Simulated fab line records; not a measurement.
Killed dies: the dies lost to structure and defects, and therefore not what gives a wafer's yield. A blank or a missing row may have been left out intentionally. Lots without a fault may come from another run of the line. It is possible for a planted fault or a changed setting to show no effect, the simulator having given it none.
fab line records	flow n5Finfet
record lots=5	wafers=15	lastDay=17
route steps=1938 shown HKMG_FIN@428 GATE_CUT@465 BEOL_M4@1111 PASSIVATION@1936
lots untouched by any fault: they come from a run of this same line in which no faults occurred
startH: the number of hours between the record's first day and the start of the first shown wafer of the lot	waitH: hours elapsed since this lot's preceding step	" same as the row above	L1.1+2: a single row standing in for several wafers	- value missing, or start not given	* or withheld: withheld	< > ~ a bound
route shown NAME@n: names a module that has steps shown in the file, with the first one's number in the route	usual: mean/standard deviation of fault-free wafers	same: alike in all rows	chamber/n: place in a boat	sites: the reading at each site	_std_site: the values' standard deviation	_edge_site: mean of outer sites minus mean of inner sites	radiusMm: how far each site lies from the wafer's centre	mask NAME#n: copy n	behind: the most recent tool/chamber to have shaped the wafer	hold: what put the lot on hold/how long, in hours/how the hold closed	device: the transistor (n, p or np) that didn't switch	end of line: tests run on the same wafers once the route is complete	a step given without rows: its recipe and nothing more	killed: the dies lost at the first sort to structure and to defects; this is not the yield of the wafer	map: the dies of a wafer, with x for killed, . for not killed, _ for no die there
set.NAME: the setting as run; set.NAME@STEP: as run at that earlier step	model.NAME: the simulator's own value behind a step, which no gauge read
lots seen at some steps along the route; tables by step, rows by wafer
## steps
# step N5_HKMG_FIN_PEB_10
# recipe pebTempC=withheld	pebTimeS=60	resist=CAR-ArF
# step N5_HKMG_FIN_DEVELOP_11
# recipe developTimeS=30	developer=TMAH	resist=CAR-ArF	devTempC=23	rinseLiquid=diw	dry=airSpin
# step N5_HKMG_FIN_DESCUM_17
# recipe chemistry=O2	timeS=7.9	sourcePowerW=50	biasPowerW=20	pressureMtorr=20	rfFrequencyHz=2.712e+07	tempC=40	resist=CAR-ArF	o2FlowSccm=225
# step N5_HKMG_FIN_ETCH_31
# recipe chemistry=CF4	target=SiARC	targetDepthA=455	maskMaterial=CAR-ArF	timeS=75.8	ionEnergyEv=80	pressureMtorr=40	sourceW=545	biasW=36	Ar_flow_sccm=100	cf4FlowSccm=100	ends=cleared
# step N5_HKMG_FIN_ETCH_32
# recipe chemistry=N2/H2	target=SOC	targetDepthA=2400	tempC=40	timeS=300	ionEnergyEv=200	maskMaterial=SiARC	pressureMtorr=30	sourceW=840	biasW=150	n2FlowSccm=200	h2FlowSccm=200
# step N5_HKMG_FIN_STRIP_33
# recipe chemistry=N2/H2	tempC=40	n2FlowSccm=200	h2FlowSccm=200	rfFrequencyHz=6e+07
# step N5_HKMG_FIN_STRIP_34
# recipe chemistry=CF4	resist=SiARC	powerW=300	biasPowerW=75	pressureMtorr=50	cf4FlowSccm=150	rfFrequencyHz=6e+07
# step N5_HKMG_FIN_ETCH_35
# recipe chemistry=N2/H2	target=SOC	targetDepthA=2158	ionEnergyEv=65	biasW=5	sourceW=3000	timeS=243.4	pressureMtorr=30	n2FlowSccm=200	h2FlowSccm=200
# step N5_HKMG_FIN_STRIP_92
# recipe chemistry=N2/H2	material=SOC	timeS=20	powerW=500	tempC=40	pressureMtorr=50	rfFrequencyHz=6e+07	biasPowerW=8	h2Frac=0.5	n2FlowSccm=300	h2FlowSccm=300
# step N5_HKMG_FIN_WET_ETCH_18
# recipe chemistry=SC1	target=TiN	mix=1:1:5	tempC=*	timeS=55	targetDepthNm=5.2	dry=ipaMarangoni	rinseTimeS=30	rinseTempC=23
# usual bathGuardTempC=*	bathHeatDutyPct=7.0/0.74	diwFlowMLMin=1072/3.3	tempC=*
lot.wafer	tool	chamber	startH	waitH	bathGuardTempC	bathHeatDutyPct	diwFlowMLMin	tempC
L809.2	wetBench-01	3	138.13	0.1	*	6.7	1069	*
L809.4	"	1	"	"	*	7.9	1072	*
L809.6	"	2	"	"	*	6.6	1080	*
L813.1	wetBench-01	1	162.35	0.1	-	-	-	-
L813.2	"	2	"	"	-	-	-	-
L813.6	"	0	"	"	-	-	-	-
L814.2	wetBench-06	1	167.62	0.1	-	-	-	-
L814.5	"	7	"	"	-	-	-	-
L814.6	"	2	"	"	-	-	-	-
L815.4	wetBench-06	2	181.65	0.0	-	-	-	-
L815.5	"	5	"	"	-	-	-	-
L815.6	"	0	"	"	-	-	-	-
L821.3	wetBench-01	0	214.49	0.1	*	6.4	1076	*
L821.4	"	3	"	"	*	6.9	1072	*
L821.5	"	7	"	"	*	6.5	1073	*
# step N5_HKMG_FIN_STRIP_19
# recipe chemistry=N2/H2	powerW=2500	tempC=300	h2Frac=0.65	timeS=360	pressureMtorr=withheld	n2FlowSccm=1750	h2FlowSccm=3250
# step N5_HKMG_FIN_ALD_91
# recipe material=TiN	targetThkA=10	tempC=400	aldPrecursorFamily=TiCl4	aldCoReactant=NH3	pulseTimeS=1	purgeTimeS=3	coReactantPurgeTimeS=2	coReactantPulseTimeS=2	aldCycles=47	pressureTorr=3
# step N5_HKMG_FIN_COAT_85
# recipe resist=SOC	tempC=250	timeS=60	spinRpm=1500	resistThkNm=300
# step N5_HKMG_FIN_ETCH_86
# recipe chemistry=N2/H2	target=SOC	targetDepthA=3932	stopOn=TiN	ionEnergyEv=100	biasW=61	pressureMtorr=30	sourceW=850	n2FlowSccm=200	h2FlowSccm=200
# step N5_HKMG_FIN_STRIP_89
# recipe chemistry=N2/H2	material=SOC	timeS=20	powerW=500	tempC=40	pressureMtorr=50	rfFrequencyHz=6e+07	biasPowerW=8	h2Frac=0.5	n2FlowSccm=300	h2FlowSccm=300
# step N5_HKMG_FIN_WET_ETCH_87
# recipe chemistry=SC1	target=TiN	mix=1:2:40	tempC=50	timeS=154.2	targetDepthNm=4.7	dry=ipaMarangoni	rinseTimeS=30	rinseTempC=23
# step N5_HKMG_FIN_STRIP_88
# recipe chemistry=N2/H2	powerW=2500	tempC=300	h2Frac=0.65	timeS=360	pressureMtorr=withheld	n2FlowSccm=1750	h2FlowSccm=3250
# step N5_HKMG_FIN_NWFM_ALD_20
# recipe material=TiAlC	targetThkA=20	tempC=300	aldPrecursorFamily=TiCl4	aldCoReactant=TEA	pulseTimeS=3	purgeTimeS=2	coReactantPurgeTimeS=2	coReactantPulseTimeS=10	aldCycles=7	pressureTorr=3
# step N5_HKMG_FIN_ALD_71
# recipe material=TiN	targetThkA=10	tempC=400	aldPrecursorFamily=TiCl4	aldCoReactant=NH3	pulseTimeS=1	purgeTimeS=3	coReactantPurgeTimeS=2	coReactantPulseTimeS=2	aldCycles=47	pressureTorr=3
# step N5_HKMG_FIN_COAT_66
# recipe resist=SOC	tempC=250	timeS=60	spinRpm=1500	resistThkNm=300
# step N5_HKMG_FIN_ETCH_67
# recipe chemistry=N2/H2	target=SOC	targetDepthA=3889	stopOn=TiN	ionEnergyEv=100	biasW=61	pressureMtorr=30	sourceW=850	n2FlowSccm=200	h2FlowSccm=200
# step N5_HKMG_FIN_STRIP_90
# recipe chemistry=N2/H2	material=SOC	timeS=20	powerW=500	tempC=40	pressureMtorr=50	rfFrequencyHz=6e+07	biasPowerW=8	h2Frac=0.5	n2FlowSccm=300	h2FlowSccm=300
# step N5_HKMG_FIN_WET_ETCH_73
# recipe chemistry=SC1	mix=1:2:40	tempC=50	timeS=42.3	targetDepthNm=1.3	dry=ipaMarangoni	rinseTimeS=30	rinseTempC=23
# step N5_HKMG_FIN_ETCHBACK_68
# recipe chemistry=Cl2/Ar	stopOn=HfO2	targetDepthA=5	pressureMtorr=10	icpW=600	biasW=60	Cl2_flow_sccm=40	Ar_flow_sccm=60
# step N5_HKMG_FIN_STRIP_69
# recipe chemistry=N2/H2	powerW=2500	tempC=300	h2Frac=0.65	timeS=360	pressureMtorr=withheld	n2FlowSccm=1750	h2FlowSccm=3250
# step N5_HKMG_FIN_ALD_21
# recipe material=TiN	targetThkA=15	tempC=400	aldPrecursorFamily=TiCl4	aldCoReactant=NH3	pulseTimeS=1	purgeTimeS=3	coReactantPurgeTimeS=2	coReactantPulseTimeS=2	aldCycles=68	pressureTorr=3
# step N5_HKMG_FIN_ALD_72
# recipe material=W	targetThkA=20	tempC=300	pressureTorr=7.5	aldPrecursorFamily=WF6	aldCoReactant=B2H6	pulseTimeS=1	purgeTimeS=2	coReactantPurgeTimeS=2	coReactantPulseTimeS=3	aldCycles=7
# step N5_HKMG_FIN_W_FILL_22
# recipe material=W	targetThkA=600	tempC=400	pressureTorr=39.4	timeS=18.2
# step N5_HKMG_FIN_PRECLEAN_83
# recipe chemistry=DIW	timeS=57.5	tempC=23
# step N5_HKMG_FIN_SRD_84
# recipe dryTimeS=32	dry=n2Spin	spinRpm=1500
# step N5_HKMG_FIN_CMP_23
# recipe stopOn=SiNx	tOverpolishS=10	postCmpClean=rinseOnly	downForcePsi=4	platenRpm=50.289	padVelocityMS=1.0006	targetThkNm=46.326
# step N5_HKMG_FIN_CMP_94
# recipe stopOn=SiNx	postCmpClean=wDiluteNh4oh	tOverpolishS=4.7	downForcePsi=4	platenRpm=50.289	padVelocityMS=1.0006	targetThkNm=43.299
# step N5_GATE_CUT_ETCHBACK_00
# recipe chemistry=SF6/Cl2	target=W	pressureMtorr=8	icpW=900	biasW=80	SF6_flow_sccm=40	Cl2_flow_sccm=60
# step N5_GATE_CUT_ETCH_56
# recipe chemistry=Cl2/Ar	target=TiN	targetDepthA=216	pressureMtorr=10	icpW=600	biasW=60	Cl2_flow_sccm=40	Ar_flow_sccm=60
# step N5_GATE_CUT_ETCHBACK_30
# recipe chemistry=Cl2/Ar	target=TiN	targetDepthA=30	mode=isotropic	pressureMtorr=10	icpW=600	biasW=60	Cl2_flow_sccm=40	Ar_flow_sccm=60
# step N5_GATE_CUT_VAPOR_ETCH_60
# recipe chemistry=BCl3/Cl2	target=HfO2	mode=isotropic
# step N5_GATE_CUT_ETCH_58
# recipe chemistry=CH3F/O2	target=SiNx	targetDepthA=170	timeS=128.6	ionEnergyEv=50	pressureMtorr=30	sourceW=415	biasW=21	Ar_flow_sccm=150	CH3F_flow_sccm=30	O2_flow_sccm=20
# step N5_BEOL_M4_RC_MEAS_101
# usual DIBL_N=36.3/1.2	DIBL_P=36.7/1.5	IOFF_N=0.164/0.02	IOFF_N_85C=3.2/0.34	IOFF_N_LIN=0.075/0.0075	IOFF_N_LONG=5.57e-05/1.9e-06	IOFF_P=0.214/0.024	ION_N=673/8.5	ION_P=461/5.9	SS_N=71.6/0.44	SS_P=73.3/0.55	VT_N=249.4/2.4	VT_N_LONG=274.2/1.9	VT_N_LVT=98.3/2.8	VT_P=-250.0/2.3
lot.wafer	tool	chamber	startH	waitH	DIBL_N[mV/V]	DIBL_P[mV/V]	IOFF_N[nA/um]	IOFF_N_85C[nA/um]	IOFF_N_LIN[nA/um]	IOFF_N_LONG[nA/um]	IOFF_P[nA/um]	ION_N[uA/um]	ION_P[uA/um]	SS_N[mV/dec]	SS_P[mV/dec]	VT_N[mV]	VT_N_LONG[mV]	VT_N_LVT[mV]	VT_P[mV]
L809.2	prober-01	0	230.68	0.2	35.4	35.1	0.156	3.0	0.074	5.66e-05	0.194	667	460	71.5	73.0	250.2	272.3	97.8	-248.9
L809.4	"	0	"	"	37.1	37.1	0.197	3.7	0.089	5.76e-05	0.226	686	462	72.0	73.9	243.9	273.1	94.4	-252.1
L809.6	"	0	"	"	36.7	36.9	0.187	3.6	0.085	5.82e-05	0.221	678	467	71.8	73.5	245.8	272.3	96.0	-250.5
L813.1	prober-01	0	253.74	0.0	37.5	37.5	0.000	0.0	0.000	3.13e-05	0.254	244	468	71.5	74.0	455.0	475.9	304.5	-248.8
L813.2	"	0	"	"	36.3	35.7	0.000	0.0	0.000	3.23e-05	0.210	242	464	71.6	72.7	457.2	482.5	304.5	-250.6
L813.6	"	0	"	"	35.3	34.9	0.000	0.0	0.000	3.18e-05	0.198	237	457	71.4	72.8	457.4	475.4	311.8	-251.7
L814.2	prober-02	0	260.07	0.2	35.0	35.8	0.000	0.0	0.000	3.08e-05	0.198	238	465	71.0	72.8	462.7	475.6	311.4	-248.2
L814.5	"	0	"	"	35.2	35.6	0.000	0.0	0.000	3.13e-05	0.196	237	460	70.6	72.4	457.3	480.5	312.0	-249.8
L814.6	"	0	"	"	37.1	38.4	0.000	0.0	0.000	3.1e-05	0.239	239	465	72.0	74.3	461.2	476.8	308.9	-244.9
L815.4	prober-02	0	269.64	0.5	35.1	35.0	0.000	0.0	0.000	3.14e-05	0.202	241	470	71.4	73.9	456.8	479.3	308.6	-248.7
L815.5	"	0	"	"	36.4	36.7	0.000	0.0	0.000	3.11e-05	0.235	244	469	71.8	73.5	453.8	475.9	304.6	-247.0
L815.6	"	0	"	"	36.2	35.9	0.000	0.0	0.000	3.13e-05	0.214	241	464	71.7	73.3	455.7	474.9	308.1	-249.4
L821.3	prober-02	0	303.10	0.3	37.8	37.9	0.176	3.4	0.080	5.37e-05	0.228	681	468	71.1	72.6	248.3	274.4	95.8	-247.1
L821.4	"	0	"	"	37.9	38.0	0.180	3.4	0.079	5.48e-05	0.226	679	464	72.1	73.4	246.9	272.9	97.2	-251.0
L821.5	"	0	"	"	38.6	39.1	0.198	3.7	0.086	5.49e-05	0.242	687	467	72.2	73.1	246.9	272.5	94.0	-250.7
# step N5_PASSIVATION_PROBE_49
# usual defectLimitedYield=91.2/1.5	killed_at_M0_to_M3=35/11	killed_at_M4_up=13/5.6	killedAtContacts=13/6.3	killedAtFrontEnd=38/12	killedAtOther=3.7/2.9	killedDies=104/18	killedOpen=69/13	killedShort=34/8.3	sort_bin_5_function=5.2/0.95	sort_bin_6_memory=3.3/0.68	sort_bin_8_speed=0/0	sortNPass=1076/18	sortYieldPct=91.2/1.5
# same grossDies=1180	killedAtBackSide=0	sort_bin_4_leakage[%]=0
lot.wafer	tool	chamber	startH	waitH	defectLimitedYield[%]	killed_at_M0_to_M3	killed_at_M4_up	killedAtContacts	killedAtFrontEnd	killedAtOther	killedDies	killedOpen	killedShort	sort_bin_5_function[%]	sort_bin_6_memory[%]	sort_bin_8_speed[%]	sortNPass	sortYieldPct[%]
L813.1	prober-01	-	362.73	0.0	92.6	33	11	5	33	5	87	51	35	4.4	2.8	92.63	0	0
L813.2	prober-01	-	362.78	0.1	92.7	27	5	5	38	11	86	56	30	4.1	2.8	92.71	0	0
L813.6	prober-01	-	362.98	0.3	93.3	20	6	5	42	6	79	53	25	4.2	2.3	93.31	0	0
L814.2	prober-01	-	364.77	0.1	90.8	37	10	13	47	2	109	74	35	5.3	3.6	90.76	0	0
L814.5	prober-01	-	364.92	0.2	90.5	40	13	12	46	1	112	76	35	5.8	3.5	90.51	0	0
L814.6	prober-01	-	364.97	0.3	89.8	32	6	25	53	4	120	74	45	6.4	3.6	89.83	0	0
L815.4	prober-01	-	378.79	0.2	90.8	32	10	15	49	2	108	78	30	4.6	4.3	90.85	0	0
L815.5	prober-01	-	378.84	0.2	91.8	28	9	18	41	1	97	61	35	4.7	3.3	91.78	0	0
L815.6	prober-01	-	378.89	0.3	92.1	28	5	20	39	1	93	63	30	4.7	2.8	92.12	0	0
L821.3	prober-02	-	410.89	0.1	90.1	27	22	19	46	3	117	83	34	5.7	4.0	0	1063	90.1
L821.4	prober-02	-	410.94	0.2	87.9	51	11	14	59	8	143	91	47	6.9	4.7	0	1037	87.9
L821.5	prober-02	-	410.99	0.2	90.4	25	10	7	62	9	113	67	44	5.8	3.4	0	1067	90.4
# killed by level:class
L813.1 STI_FIN_REVEAL:geometricParticle:open=13 FIN_SAQP:geometricParticle:short=6 BEOL_M0_SAQP:geometricParticle:short=6 BEOL_M2:geometricParticle:open=6 BEOL_M0:geometricParticle:open=5 GATE_CUT:geometricParticle:short=4 BEOL_M0_SAQP:geometricParticle:open=4 BEOL_M2:geometricParticle:short=4
L813.2 FIN_SAQP:geometricParticle:open=7 BEOL_M0_SAQP:geometricParticle:open=7 MOL_CONTACT_COAG:geometricParticle:open=5 PASS1_CAP:geometricParticle:open=5 ILD0:geometricParticle:short=4 ILD0:geometricParticle:open=4 GATE_CUT:geometricParticle:short=4 BEOL_M0_SAQP:geometricParticle:short=4
L813.6 STI_FIN_REVEAL:geometricParticle:open=14 BEOL_M3:geometricParticle:open=6 DUMMY_GATE:geometricParticle:open=5 FIN_SAQP:geometricParticle:short=4 MOL_CONTACT_COAG:geometricParticle:open=4 BEOL_M0_SAQP:geometricParticle:short=4 STARTING-WAFER:geometricParticle:short=4 BEOL_M0_SAQP:geometricParticle:open=3
L814.2 FIN_SAQP:geometricParticle:open=17 MOL_CONTACT_COAG:geometricParticle:open=12 BEOL_M0_SAQP:geometricParticle:open=11 BEOL_M0_SAQP:geometricParticle:short=10 FIN_SAQP:geometricParticle:short=8 STI_FIN_REVEAL:geometricParticle:open=7 BEOL_M3:geometricParticle:open=6 BEOL_M2:geometricParticle:open=5
L814.5 BEOL_M3:geometricParticle:open=13 FIN_SAQP:geometricParticle:short=12 MOL_CONTACT_COAG:geometricParticle:open=10 FIN_SAQP:geometricParticle:open=9 STI_FIN_REVEAL:geometricParticle:open=9 BEOL_M0_SAQP:geometricParticle:open=9 BEOL_M4:geometricParticle:open=8 BEOL_M0_SAQP:geometricParticle:short=7
L814.6 MOL_CONTACT_COAG:geometricParticle:open=19 FIN_SAQP:geometricParticle:short=16 FIN_SAQP:geometricParticle:open=9 BEOL_M3:geometricParticle:open=9 STI_FIN_REVEAL:geometricParticle:open=8 MOL_CONTACT_COAG:geometricParticle:short=6 DUMMY_GATE:geometricParticle:open=6 GATE_CUT:geometricParticle:short=5
L815.4 FIN_SAQP:geometricParticle:open=15 MOL_CONTACT_COAG:geometricParticle:open=14 FIN_SAQP:geometricParticle:short=9 BEOL_M0_SAQP:geometricParticle:short=7 BEOL_M3:geometricParticle:open=7 BEOL_M4:geometricParticle:open=7 ILD0:geometricParticle:open=6 BEOL_M0_SAQP:geometricParticle:open=5
L815.5 MOL_CONTACT_COAG:geometricParticle:open=15 FIN_SAQP:geometricParticle:short=13 FIN_SAQP:geometricParticle:open=9 BEOL_M2:geometricParticle:open=6 BEOL_M0_SAQP:geometricParticle:short=5 BEOL_M0_SAQP:geometricParticle:open=4 BEOL_M3:geometricParticle:open=4 STARTING-WAFER:geometricParticle:open=4
L815.6 MOL_CONTACT_COAG:geometricParticle:open=15 FIN_SAQP:geometricParticle:open=10 BEOL_M3:geometricParticle:open=9 BEOL_M2:geometricParticle:open=8 FIN_SAQP:geometricParticle:short=6 GATE_CUT:geometricParticle:short=6 MOL_CONTACT_COAG:geometricParticle:short=5 BEOL_M0_SAQP:geometricParticle:short=5
L821.3 MOL_CONTACT_COAG:geometricParticle:open=18 FIN_SAQP:geometricParticle:open=14 BEOL_M0_SAQP:geometricParticle:open=13 BEOL_M4:geometricParticle:open=10 FIN_SAQP:geometricParticle:short=9 BEOL_M0_SAQP:geometricParticle:short=6 BEOL_M5:geometricParticle:open=5 STARTING-WAFER:geometricParticle:open=4
L821.4 BEOL_M0_SAQP:geometricParticle:short=18 FIN_SAQP:geometricParticle:open=17 BEOL_M0_SAQP:geometricParticle:open=16 STI_FIN_REVEAL:geometricParticle:open=15 FIN_SAQP:geometricParticle:short=12 MOL_CONTACT_COAG:geometricParticle:open=11 BEOL_M1:geometricParticle:open=9 BEOL_M4:geometricParticle:open=6
L821.5 FIN_SAQP:geometricParticle:open=18 FIN_SAQP:geometricParticle:short=18 STI_FIN_REVEAL:geometricParticle:open=13 BEOL_M1:geometricParticle:open=10 MOL_CONTACT_COAG:geometricParticle:open=6 BEOL_M0_SAQP:geometricParticle:short=6 BEOL_M4:geometricParticle:open=6 GATE_CUT:geometricParticle:short=4
# map L813.1 (x killed, . not)
_________________...x.....x..________________
______________x........x.....x.._____________
___________....x..................x__________
__________x............x............_________
________...............x.............._______
_______................x...............______
______...........x........x............._____
_____....................................____
____........x.........x.....x.......xx....___
___x........x...........x.x................__
___.........x...................x..........__
__..............x.....................x....._
__...................x..........x......x...._
_.....................x......x..........xx.x.
_.........................x..................
_............x.x....x..x.....................
_.x......x........................x..xx......
_.............................x..............
_x......x..............x.....x...x...........
_.........................x...x..............
_.........................xx..xx.............
__...................x....x................._
__.x.....................x....x......x......_
___...........x.......x.x............x.....__
___............x.x......................x..__
____.....................x................___
_____..x.........x...............xx......____
______.....................x....x..x...._____
_______.........x..x............x......______
________................x............._______
__________........................x._________
___________.....x.....x...x....x...__________
______________.....x............_____________
_________________............________________
# map L814.6 (x killed, . not)
_________________.x..........________________
______________x..............x.x_____________
___________................x.......__________
__________......x........x.........._________
________.............................._______
_______...........x.x...x.........xxx..______
______.........x..x......x....x....x...._____
_____....................x...............____
____........x.........x.................xx___
___.........x..x.........x.......x.......x.__
___.x..............x..............x...xx...__
__.x...............................x..x....x_
__.............x........x....x...xx........._
_..................x........................x
_..........x...xx.....x......................
_....x...x.....x..............x....x..x......
_...............x....x.................x.....
_.x.....xx..x.....x...xx......x........x.....
_.....x..x.........xx....x..........x........
_.x..........x......xx.......................
_x...x.x........xx...xx......................
__...x......x.......x..x.....x...x....x....._
__x.............x..xx...............x......._
___.x..x.....x...........x.................__
___...x.............x......................__
____..x......xx..x..x........x...........x___
_____..........x......x..x......x........____
______............x....................._____
_______......x...x.............x.......______
________...x.........................._______
__________.........................._________
___________.......x................__________
______________.x....x..........._____________
_________________............________________
## key
firstSign step=N5_HKMG_FIN_WET_ETCH_18	reading=toolRecord	direction=missing
effect step=N5_BEOL_M4_RC_MEAS_101	reading=VT_N_LONG	direction=up	sigmas=99+	usual=274.2	struck=477.4
effect step=N5_BEOL_M4_RC_MEAS_101	reading=VT_N	direction=up	sigmas=87	usual=249.4	struck=457.5
effect step=N5_BEOL_M4_RC_MEAS_101	reading=VT_N_LVT	direction=up	sigmas=75	usual=98.3	struck=308.3
effect step=N5_BEOL_M4_RC_MEAS_101	reading=ION_N	direction=down	sigmas=51	usual=673	struck=240
effect step=N5_BEOL_M4_RC_MEAS_101	reading=IOFF_N_LONG	direction=down	sigmas=13	usual=5.57e-05	struck=3.14e-05
effect step=N5_BEOL_M4_RC_MEAS_101	reading=IOFF_N_LIN	direction=down	sigmas=10	usual=0.075	struck=0.000
effect step=N5_BEOL_M4_RC_MEAS_101	reading=IOFF_N_85C	direction=down	sigmas=9.4	usual=3.2	struck=0.0
effect step=N5_BEOL_M4_RC_MEAS_101	reading=IOFF_N	direction=down	sigmas=8.1	usual=0.164	struck=0.000
effect step=N5_PASSIVATION_PROBE_49	reading=sort_bin_8_speed	direction=up	sigmas=99+	usual=0	struck=91.61
metAt N5_HKMG_FIN_WET_ETCH_18
struckWafers L813.1,L813.2,L813.6,L814.2,L814.5,L814.6,L815.4,L815.5,L815.6
onsetBetween 138.13 162.35
fault kind=skippedStepWhole	tool=wetBench-01,wetBench-06	chamber=-	onsetH=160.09	steps=N5_HKMG_FIN_WET_ETCH_18	scope=struckLotsOnly
